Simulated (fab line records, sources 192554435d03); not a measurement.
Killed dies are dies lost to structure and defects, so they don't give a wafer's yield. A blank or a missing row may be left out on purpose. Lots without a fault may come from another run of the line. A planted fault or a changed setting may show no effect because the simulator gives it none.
fab line records | flow n5_finfet
record lots=7 wafers=39
route steps=1938 shown MOL_CONTACT_COAG@542 BEOL_M0@721 BEOL_M3@980
start_h: hours from the record's first day to the start of the lot's first wafer shown | wait_h: hours since the lot's step before | " the same as in the row above | L1.1+2: a row that stands for several wafers | - no value, or no start given | * or withheld: withheld | < > ~ a bound
route shown NAME@n: a module of which the file shows steps, and the number in the route of the first | usual: mean/standard deviation of fault-free wafers | same: alike in all rows | chamber/n: place in a boat | sites: the reading at each site | _std_site: their standard deviation | _edge_site: outer sites' mean less inner sites' | radius_mm: how far each site lies from the wafer's centre | mask NAME#n: copy n | behind: the tool/chamber that last shaped the wafer | hold: why the lot was held/for how many hours/how that ended | device: the transistor (n, p or np) that didn't switch | end of line: the same wafers' tests at the end of the route | a step without rows: its recipe alone | killed: dies lost to structure and defects at the first sort, not the wafer's yield | map: a wafer's dies, x killed, . not, _ none there
set.NAME: the setting as run; set.NAME@STEP: as run at that earlier step | model.NAME: the simulator's own value behind a step, which no gauge read
lots whose settings were changed on purpose; a table a step, a row a wafer
## steps
# step N5_MOL_CONTACT_COAG_PRECLEAN_111
# recipe chemistry=NF3:NH3 afs_cycles=1 temp_c=30 time_s=20 sublimation_temp_c=180 sublimation_time_s=60 pressure_torr=3 rf_power_w=30
# columns lot.wafer tool chamber start_h wait_h set.time_s model.SiNx_of_SPACER0_ALD_07.thk_nm
L074.3+4+5 remote_plasma-02 1 93.49 1.0 20 1
L077.1+4+6 remote_plasma-02 0 110.82 1.7 16.87 1.2
L077.2 " 0 " " 20 1.2
L077.3+5 " 0 " " 20 1
L078.1+2+6 remote_plasma-02 1 113.59 0.2 20 1
L078.3+4+5 " 1 " " 31.17 0.6
L081.1 remote_plasma-02 1 136.90 0.2 20 1
L081.2+3+4 " 1 " " 28.35 0.8
L081.5+6 " 1 " " 20 1.2
L087.1+2+3+4+5+6 remote_plasma-02 1 175.12 0.3 20 1.2
L088.1+3+4+5+6 remote_plasma-02 1 178.26 0.2 20 1
L088.2 " 1 " " 20 1.2
L092.1+3+4 remote_plasma-02 1 201.16 0.2 20 1
L092.2+5+6 " 1 " " 31.35 0.6
# step N5_MOL_CONTACT_COAG_TI_SIL_19
# recipe material=Ti target_thk_a=42 temp_c=200 chamber_pressure_pa=5 power_w=5000 time_s=15
# step N5_MOL_CONTACT_COAG_ALD_20
# recipe material=TiN target_thk_a=15 temp_c=400 ald_precursor_family=TiCl4 ald_co_reactant=NH3 pulse_time_s=1 purge_time_s=3 co_reactant_purge_time_s=2 co_reactant_pulse_time_s=2 ald_cycles=68 pressure_torr=3
# step N5_MOL_CONTACT_COAG_PRECLEAN_125
# recipe chemistry=DIW time_s=57.5 temp_c=23
# step N5_MOL_CONTACT_COAG_SRD_126
# recipe dry_time_s=32 dry=n2_spin spin_rpm=1500
# step N5_MOL_CONTACT_COAG_CMP_23
# recipe stop_on=SiO2 t_overpolish_s=1.5 post_cmp_clean=cu_alkaline down_force_psi=2 platen_rpm=50.289 pad_velocity_m_s=1.0006 target_thk_nm=0
# columns lot.wafer tool chamber start_h wait_h set.time_s@MOL_CONTACT_COAG_PRECLEAN_111 model.SiNx_of_GATE_CUT_SAC_CAP_01.thk_nm
L074.3+4+5 cmp-02 0,2,3 98.49 0.1 20 18.2
L077.2+3 cmp-02 1,2 116.62 0.0 20 18.4
L077.1+4+6 " 3,0,2 " " 16.87 18.4
L077.5 " 1 " " 20 18.2
L078.3+4+5 cmp-03 2,3,3 117.22 0.0 31.17 17.8
L078.1+2+6 " 0,1,2 " " 20 18.2
L081.4+3 cmp-03 2,1 143.68 0.0 28.35 18
L081.2 " 3 " " 28.35 17.8
L081.1+5+6 " 0,2,3 " " 20 18.2
L087.1+2+3+4+5 cmp-01 3,0,1,2,3 178.99 0.0 20 18.2
L087.6 " 0 " " 20 18.4
L088.3 cmp-03 2 182.02 0.0 20 18.4
L088.1+4+2+5+6 " 3,0,1,2,3 " " 20 18.2
L092.4+3+1 cmp-02 3,0,1 204.88 0.0 20 18.2
L092.2 " 2 " " 31.35 17.8
L092.6+5 " 3,0 " " 31.35 18
# step N5_MOL_CONTACT_COAG_WET_ETCH_26
# recipe target=Co target_depth_nm=13
# columns lot.wafer tool chamber start_h wait_h set.time_s@MOL_CONTACT_COAG_PRECLEAN_111 model.SiNx_of_GATE_CUT_SAC_CAP_01.thk_nm
L074.3+4+5 wet_bench-05 2,5,0 98.81 0.0 20 18.2
L077.1+6 wet_bench-06 2,1 116.97 0.0 16.87 18.4
L077.2+3+5 " 0,3,7 " " 20 18.2
L077.4 " 6 " " 16.87 18.2
L078.1+2+6 wet_bench-03 0,7,1 117.57 0.0 20 18.2
L078.3+4+5 " 3,2,6 " " 31.17 17.8
L081.1+5+6 wet_bench-05 1,7,6 144.15 0.0 20 18.2
L081.2+3 " 0,4 " " 28.35 17.8
L081.4 " 5 " " 28.35 18
L087.1+2+3+5 wet_bench-05 1,5,7,6 179.34 0.0 20 18.2
L087.4 " 0 " " 20 18
L087.6 " 4 " " 20 18.4
L088.1+2+3+4+5+6 wet_bench-05 6,5,3,0,4,7 182.37 0.0 20 18.2
L092.1+3+4 wet_bench-06 3,6,2 205.27 0.1 20 18.2
L092.2 " 5 " " 31.35 17.8
L092.5+6 " 4,1 " " 31.35 18
# step N5_MOL_CONTACT_COAG_WET_ETCH_116
# recipe chemistry=SC1-inhibited target_depth_nm=4.6 dry=ipa_marangoni rinse_time_s=30 rinse_temp_c=23
# columns lot.wafer tool chamber start_h wait_h set.time_s@MOL_CONTACT_COAG_PRECLEAN_111 model.SiNx_of_GATE_CUT_SAC_CAP_01.thk_nm
L074.3+4 wet_bench-05 2,5 98.96 0.0 20 18
L074.5 " 0 " " 20 18.2
L077.1 wet_bench-06 2 117.12 0.0 16.87 18.4
L077.2+3+5 " 0,3,7 " " 20 18.2
L077.4+6 " 6,1 " " 16.87 18.2
L078.1+2+6 wet_bench-03 0,7,1 117.74 0.0 20 18.2
L078.3+4+5 " 3,2,6 " " 31.17 17.8
L081.1 wet_bench-05 1 144.30 0.0 20 18.2
L081.2+3 " 0,4 " " 28.35 17.8
L081.4 " 5 " " 28.35 18
L081.5+6 " 7,6 " " 20 18
L087.1+2+3+5 wet_bench-05 1,5,7,6 179.49 0.0 20 18.2
L087.4 " 0 " " 20 18
L087.6 " 4 " " 20 18.4
L088.1+2+3+4+5+6 wet_bench-05 6,5,3,0,4,7 182.52 0.0 20 18.2
L092.1+3+4 wet_bench-06 3,6,2 205.42 0.0 20 18.2
L092.2+5+6 " 5,4,1 " " 31.35 17.8
# step N5_MOL_CONTACT_COAG_ALD_27
# recipe material=SiOC target_thk_a=170 temp_c=400 ald_precursor_family=carbosiloxane ald_co_reactant=H2-plasma pulse_time_s=1.5 time_s=2720 purge_time_s=2 co_reactant_purge_time_s=2 ald_cycles=340 pressure_torr=2
# step N5_MOL_CONTACT_COAG_CMP_28
# recipe stop_on=SiNx t_overpolish_s=0.85 post_cmp_clean=alkaline_brush down_force_psi=4.15 platen_rpm=51.8 pad_velocity_m_s=1.0307 target_thk_nm=14.522
# step N5_MOL_CONTACT_COAG_THK_MEAS_29
# recipe reads=SiNx_of_GATE_CUT_PECVD_57+SiNx_of_GATE_CUT_SAC_CAP_01
# usual MD_CAP_THK=17.92/0.088
# columns lot.wafer tool chamber start_h wait_h set.time_s@MOL_CONTACT_COAG_PRECLEAN_111 MD_CAP_THK[nm]
L074.3 film_metro-02 - 102.07 - 20 17.81
L074.4 " - " " 20 17.85
L074.5 " - " " 20 17.88
L077.1 film_metro-02 - 119.30 - 16.87 18.20
L077.2 " - " " 20 17.95
L077.3 " - " " 20 18.04
L077.4 " - " " 16.87 18.01
L077.5 " - " " 20 17.96
L077.6 " - " " 16.87 18.01
L078.1 film_metro-02 - 120.70 - 20 17.93
L078.2 " - " " 20 17.94
L078.3 " - " " 31.17 17.49
L078.4 " - " " 31.17 17.53
L078.5 " - " " 31.17 17.56
L078.6 " - " " 20 17.85
L081.1 film_metro-01 - 147.26 - 20 17.90
L081.2 " - " " 28.35 17.53
L081.3 " - " " 28.35 17.61
L081.4 " - " " 28.35 17.65
L081.5 " - " " 20 17.83
L081.6 " - " " 20 17.84
L087.1 film_metro-02 - 181.67 - 20 17.90
L087.2 " - " " 20 17.94
L087.3 " - " " 20 17.82
L087.4 " - " " 20 17.82
L087.5 " - " " 20 17.89
L087.6 " - " " 20 17.97
L088.1 film_metro-01 - 184.70 - 20 17.85
L088.2 " - " " 20 17.98
L088.3 " - " " 20 17.94
L088.4 " - " " 20 17.91
L088.5 " - " " 20 17.83
L088.6 " - " " 20 17.94
L092.1 film_metro-02 - 207.61 - 20 17.93
L092.2 " - " " 31.35 17.53
L092.3 " - " " 20 17.87
L092.4 " - " " 20 17.99
L092.5 " - " " 31.35 17.61
L092.6 " - " " 31.35 17.66
# step N5_MOL_CONTACT_COAG_ALD_123
# recipe material=SiNx target_thk_a=50 temp_c=400 ald_precursor_family=SiH2I2 ald_co_reactant=N2/H2-plasma pulse_time_s=1 purge_time_s=2 co_reactant_purge_time_s=2 ald_cycles=100 pressure_torr=2
# step N5_MOL_CONTACT_COAG_PECVD_31
# recipe material=SiO2 target_thk_a=460 temp_c=400 precursor=TEOS/O2 pressure_torr=6.5 rf_w=withheld teos_flow_sccm=withheld gas=O2 flow_sccm=2650 time_s=8.9
# step N5_MOL_CONTACT_COAG_VIA_ETCH_46
# recipe chemistry=C4F6/O2 target_depth_a=460 overetch_a=92 mask_material=SOC target=SiO2 bias_w=455 pressure_mtorr=10 time_s=40 source_w=325 Ar_flow_sccm=300 C4F6_flow_sccm=10 O2_flow_sccm=10 ion_energy_ev=575.3 ends=end_point
# step N5_MOL_CONTACT_COAG_STRIP_96
# recipe chemistry=N2/H2 power_w=500 temp_c=40 pressure_mtorr=50 rf_frequency_hz=6e+07 overash_fraction=0.3 bias_power_w=28 h2_frac=0.5 n2_flow_sccm=300 h2_flow_sccm=300
# step N5_MOL_CONTACT_COAG_ETCH_47
# recipe chemistry=CH3F/O2 target=SiNx target_depth_a=270 mask_material=SiO2 stop_on=W over_etch_frac=0.2 ion_energy_ev=120 endpoint=OES-CN pressure_mtorr=30 source_w=395 bias_w=73 Ar_flow_sccm=150 CH3F_flow_sccm=30 O2_flow_sccm=20 ends=end_point
# columns lot.wafer tool chamber start_h wait_h set.time_s@MOL_CONTACT_COAG_PRECLEAN_111 model.etch.depth_nm
L074.3 rie_diel-04 3 104.15 0.1 20 17.84
L074.4 " 2 " " 20 17.83
L074.5 " 2 " " 20 17.85
L077.1 rie_diel-02 3 121.22 0.0 16.87 18.15
L077.2 " 2 " " 20 17.96
L077.3 " 1 " " 20 18
L077.4 " 0 " " 16.87 17.99
L077.5 " 1 " " 20 17.95
L077.6 " 0 " " 16.87 18.02
L078.1 rie_diel-03 0 122.81 0.0 20 17.93
L078.2 " 3 " " 20 17.89
L078.3+4 " 2,1 " " 31.17 17.54
L078.5 " 2 " " 31.17 17.55
L078.6 " 3 " " 20 17.86
L081.1 rie_diel-02 1 149.68 0.0 20 17.87
L081.2 " 2 " " 28.35 17.55
L081.3 " 0 " " 28.35 17.6
L081.4 " 3 " " 28.35 17.65
L081.5 " 3 " " 20 17.81
L081.6 " 2 " " 20 17.82
L087.1+3 rie_diel-02 0,2 184.73 0.0 20 17.85
L087.2 " 1 " " 20 17.94
L087.4 " 1 " " 20 17.8
L087.5 " 2 " " 20 17.86
L087.6 " 0 " " 20 18.07
L088.1 rie_diel-02 0 187.41 0.0 20 17.9
L088.2 " 2 " " 20 17.95
L088.3 " 1 " " 20 17.97
L088.4+6 " 1,0 " " 20 17.93
L088.5 " 2 " " 20 17.89
L092.1+4 rie_diel-03 3,1 209.73 0.0 20 17.91
L092.2 " 0 " " 31.35 17.56
L092.3 " 2 " " 20 17.89
L092.5 " 1 " " 31.35 17.64
L092.6 " 0 " " 31.35 17.63
# step N5_BEOL_M0_TRENCH_ETCH_107
# recipe chemistry=C4F6/O2 target_depth_a=328 target=SiOC time_s=16.4 ion_energy_ev=250 pressure_mtorr=30 source_w=355 bias_w=185 Ar_flow_sccm=300 C4F6_flow_sccm=10 O2_flow_sccm=10
# columns lot.wafer tool chamber start_h wait_h set.target_depth_a model.BEOL_M0.feature_depth_nm
L074.3 rie_diel-02 2 122.62 0.0 328 34.2
L074.4 " 0 " " 328 32.6
L074.5 " 0 " " 328 33
L077.1+5+6 rie_diel-03 1,0,1 138.70 0.0 328 32.4
L077.2 " 3 " " 328 32.6
L077.3 " 2 " " 328 31.4
L077.4 " 0 " " 328 32.2
L078.1 rie_diel-04 3 144.27 0.0 328 34
L078.2+6 " 2 " " 394.9 39
L078.3+4 " 1,0 " " 328 33.2
L078.5 " 3 " " 394.9 40.6
L081.1 rie_diel-02 2 168.22 0.0 465.6 48.2
L081.2 " 0 " " 465.6 46
L081.3 " 3 " " 465.6 45.8
L081.4 " 0 " " 328 32.6
L081.5 " 3 " " 328 32.8
L081.6 " 2 " " 328 34.6
L088.1 rie_diel-03 1 244.13 0.0 488.2 47.6
L088.2 " 3 " " 328 32.8
L088.3 " 2 " " 488.2 46.6
L088.4 " 3 " " 488.2 49
L088.5 " 2 " " 328 31.4
L088.6 " 1 " " 328 32.2
L092.1 rie_diel-02 2 248.29 0.0 328 34.8
L092.2+6 " 0,3 " " 328 32.8
L092.3+5 " 1,0 " " 328 33.2
L092.4 " 3 " " 328 32.6
L087.1 rie_diel-03 2 248.32 0.0 260.5 24.6
L087.2 " 1 " " 328 31.8
L087.3 " 3 " " 260.5 26
L087.4 " 2 " " 328 31.4
L087.5 " 3 " " 328 32.8
L087.6 " 1 " " 260.5 25.4
# step N5_BEOL_M0_STRIP_142
# recipe chemistry=N2/H2 time_s=10 power_w=450 temp_c=40 pressure_mtorr=20 rf_frequency_hz=6e+07 bias_power_w=7 n2_flow_sccm=200 h2_flow_sccm=200
# step N5_BEOL_M0_OCD_MEAS_108
# usual trench_depth_nm=32.7/0.86
# columns lot.wafer tool chamber start_h wait_h set.target_depth_a@BEOL_M0_TRENCH_ETCH_107 trench_depth_nm
L074.3 ocd-02 - 122.73 0.1 328 34.3
L074.4 " - " " 328 32.8
L074.5 " - " " 328 33.0
L077.1 ocd-01 - 138.80 0.1 328 32.6
L077.2 " - " " 328 32.6
L077.3 " - " " 328 31.3
L077.4 " - " " 328 32.4
L077.5 " - " " 328 32.7
L077.6 " - " " 328 32.2
L078.1 ocd-02 - 144.38 0.1 328 33.9
L078.2 " - " " 394.9 39.3
L078.3 " - " " 328 33.2
L078.4 " - " " 328 33.8
L078.5 " - " " 394.9 40.4
L078.6 " - " " 394.9 39.4
L081.1 ocd-02 - 168.33 0.1 465.6 48.7
L081.2 " - " " 465.6 46.0
L081.3 " - " " 465.6 45.6
L081.4 " - " " 328 32.5
L081.5 " - " " 328 32.7
L081.6 " - " " 328 34.8
L088.1 ocd-02 - 244.24 0.1 488.2 47.7
L088.2 " - " " 328 32.7
L088.3 " - " " 488.2 46.9
L088.4 " - " " 488.2 48.4
L088.5 " - " " 328 31.7
L088.6 " - " " 328 32.0
L092.1 ocd-02 - 248.39 0.1 328 35.0
L092.2 " - " " 328 32.8
L092.3 " - " " 328 32.9
L092.4 " - " " 328 32.6
L092.5 " - " " 328 33.4
L092.6 " - " " 328 32.9
L087.1 ocd-01 - 248.42 0.1 260.5 24.6
L087.2 " - " " 328 31.8
L087.3 " - " " 260.5 25.9
L087.4 " - " " 328 31.5
L087.5 " - " " 328 32.8
L087.6 " - " " 260.5 25.8
# step N5_BEOL_M3_TRENCH_ETCH_37
# recipe chemistry=C4F6/O2 target_depth_a=555.55 target=SiOC time_s=29.2 ion_energy_ev=250 pressure_mtorr=30 source_w=355 bias_w=185 Ar_flow_sccm=300 C4F6_flow_sccm=10 O2_flow_sccm=10
# columns lot.wafer tool chamber start_h wait_h set.time_s model.BEOL_M3.feature_depth_nm model.etch.depth_nm model.TiN_of_BEOL_M3_HM_DEP_02.thk_nm
L074.3 rie_diel-05 3 - - 29.2 55.8 55.82 17.4
L074.4 " 1 " " 29.2 54.4 54.32 17.8
L074.5 " 2 " " 29.2 54.4 54.44 17.8
L077.1 rie_diel-06 2 - - 29.2 57 56.92 17.8
L077.2 " 1 " " 19.24 36 36 18.6
L077.3 " 3 " " 29.2 56.4 56.49 17.8
L077.4 " 0 " " 19.24 36.8 36.78 18.6
L077.5 " 0 " " 29.2 56.2 56.29 17.6
L077.6 " 3 " " 19.24 37 36.91 18.6
L078.1 rie_diel-05 0 - - 41.77 79.4 79.4 16.4
L078.2 " 3 " " 29.2 55.6 55.51 17.8
L078.3 " 1 " " 41.77 77.8 77.73 16.8
L078.4 " 3 " " 29.2 56 55.93 17.6
L078.5 " 0 " " 29.2 55.2 55.26 17.8
L078.6 " 1 " " 41.77 78.2 78.24 16.8
L081.1 rie_diel-01 1 - - 34.01 64.8 64.82 17.4
L081.2 " 2 " " 29.2 54.4 54.45 17.8
L081.3 " 3 " " 34.01 64.6 64.52 17.2
L081.4 " 0 " " 29.2 54.8 54.77 18
L081.5 " 3 " " 34.01 64.2 64.26 17.6
L081.6 " 2 " " 29.2 55.2 55.15 18
L088.1 rie_diel-06 2 - - 29.2 56.2 56.23 17.6
L088.2 " 1 " " 29.2 53.4 53.45 18
L088.3 " 0 " " 24.28 46 46.08 18.2
L088.4 " 3 " " 24.28 46.6 46.51 18
L088.5 " 0 " " 24.28 46.2 46.22 18
L088.6 " 1 " " 29.2 53.2 53.25 18.2
L092.1 rie_diel-01 1 - - 29.2 57.8 57.82 17.6
L092.2 " 2 " " 29.2 55.2 55.19 18
L092.3 " 0 " " 29.2 55.6 55.56 17.8
L092.4 " 1 " " 29.2 58.2 58.19 18
L092.5 " 2 " " 29.2 55.2 55.16 18
L092.6 " 0 " " 29.2 55.2 55.29 18
L087.1 rie_diel-06 2 - - 29.2 55.8 55.72 18
L087.2 " 3 " " 35.76 67.4 67.47 17.6
L087.3 " 0 " " 35.76 67.8 67.71 17.4
L087.4 " 1 " " 29.2 53.2 53.28 18.2
L087.5 " 0 " " 35.76 66.4 66.37 17.6
L087.6 " 3 " " 29.2 55.2 55.11 17.8
# step N5_BEOL_M3_ETCH_41
# recipe chemistry=CH3F/O2 target=SiCN target_depth_a=299 taper_deg=2 time_s=52.5 ion_energy_ev=120 mask_material=TiN pressure_mtorr=30 source_w=395 bias_w=75 Ar_flow_sccm=150 CH3F_flow_sccm=30 O2_flow_sccm=20
# step N5_BEOL_M3_STRIP_97
# recipe chemistry=N2/H2 time_s=10 power_w=450 temp_c=40 pressure_mtorr=20 rf_frequency_hz=6e+07 bias_power_w=7 n2_flow_sccm=200 h2_flow_sccm=200
# step N5_BEOL_M3_OCD_MEAS_38
# usual trench_depth_nm=55.4/1.1
# columns lot.wafer tool chamber start_h wait_h set.time_s@BEOL_M3_TRENCH_ETCH_37 trench_depth_nm
L074.3 ocd-02 - 148.27 - 29.2 55.7
L074.4 " - " " 29.2 54.8
L074.5 " - " " 29.2 54.5
L077.1 ocd-02 - 167.04 - 29.2 56.7
L077.2 " - " " 19.24 36.4
L077.3 " - " " 29.2 56.6
L077.4 " - " " 19.24 37.4
L077.5 " - " " 29.2 56.6
L077.6 " - " " 19.24 36.8
L078.1 ocd-02 - 172.70 - 41.77 79.2
L078.2 " - " " 29.2 55.5
L078.3 " - " " 41.77 77.8
L078.4 " - " " 29.2 56.5
L078.5 " - " " 29.2 55.6
L078.6 " - " " 41.77 78.2
L081.1 ocd-02 - 194.90 - 34.01 64.7
L081.2 " - " " 29.2 54.4
L081.3 " - " " 34.01 64.7
L081.4 " - " " 29.2 55.0
L081.5 " - " " 34.01 63.9
L081.6 " - " " 29.2 55.2
L088.1 ocd-02 - 267.97 - 29.2 57.1
L088.2 " - " " 29.2 53.4
L088.3 " - " " 24.28 45.9
L088.4 " - " " 24.28 46.4
L088.5 " - " " 24.28 46.1
L088.6 " - " " 29.2 53.5
L092.1 ocd-01 - 280.32 - 29.2 58.2
L092.2 " - " " 29.2 54.8
L092.3 " - " " 29.2 55.4
L092.4 " - " " 29.2 58.2
L092.5 " - " " 29.2 55.2
L092.6 " - " " 29.2 55.0
L087.1 ocd-02 - 286.85 - 29.2 56.2
L087.2 " - " " 35.76 67.8
L087.3 " - " " 35.76 67.7
L087.4 " - " " 29.2 53.4
L087.5 " - " " 35.76 66.8
L087.6 " - " " 29.2 54.8
## key
split step=N5_MOL_CONTACT_COAG_PRECLEAN_111 setting=time_s stated=20 by=wafer
response step=N5_MOL_CONTACT_COAG_PRECLEAN_111 reading=model.SiNx_of_SPACER0_ALD_07.thk_nm change=-0.00733 per=1% r=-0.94
response step=N5_MOL_CONTACT_COAG_CMP_23 reading=model.SiNx_of_GATE_CUT_SAC_CAP_01.thk_nm change=-0.00596 per=1% r=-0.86
response step=N5_MOL_CONTACT_COAG_WET_ETCH_26 reading=model.SiNx_of_GATE_CUT_SAC_CAP_01.thk_nm change=-0.00642 per=1% r=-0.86
response step=N5_MOL_CONTACT_COAG_WET_ETCH_116 reading=model.SiNx_of_GATE_CUT_SAC_CAP_01.thk_nm change=-0.00654 per=1% r=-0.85
response step=N5_MOL_CONTACT_COAG_THK_MEAS_29 reading=MD_CAP_THK change=-0.00632 per=1% r=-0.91
response step=N5_MOL_CONTACT_COAG_ETCH_47 reading=model.etch.depth_nm change=-0.00573 per=1% r=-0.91
split step=N5_BEOL_M0_TRENCH_ETCH_107 setting=target_depth_a stated=328 by=wafer
response step=N5_BEOL_M0_TRENCH_ETCH_107 reading=model.BEOL_M0.feature_depth_nm change=+0.317 per=1% r=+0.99
response step=N5_BEOL_M0_OCD_MEAS_108 reading=trench_depth_nm change=+0.317 per=1% r=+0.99
split step=N5_BEOL_M3_TRENCH_ETCH_37 setting=time_s stated=29.2 by=wafer
response step=N5_BEOL_M3_TRENCH_ETCH_37 reading=model.BEOL_M3.feature_depth_nm change=+0.549 per=1% r=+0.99
response step=N5_BEOL_M3_TRENCH_ETCH_37 reading=model.etch.depth_nm change=+0.55 per=1% r=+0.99
response step=N5_BEOL_M3_TRENCH_ETCH_37 reading=model.TiN_of_BEOL_M3_HM_DEP_02.thk_nm change=-0.0238 per=1% r=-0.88
response step=N5_BEOL_M3_OCD_MEAS_38 reading=trench_depth_nm change=+0.547 per=1% r=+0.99
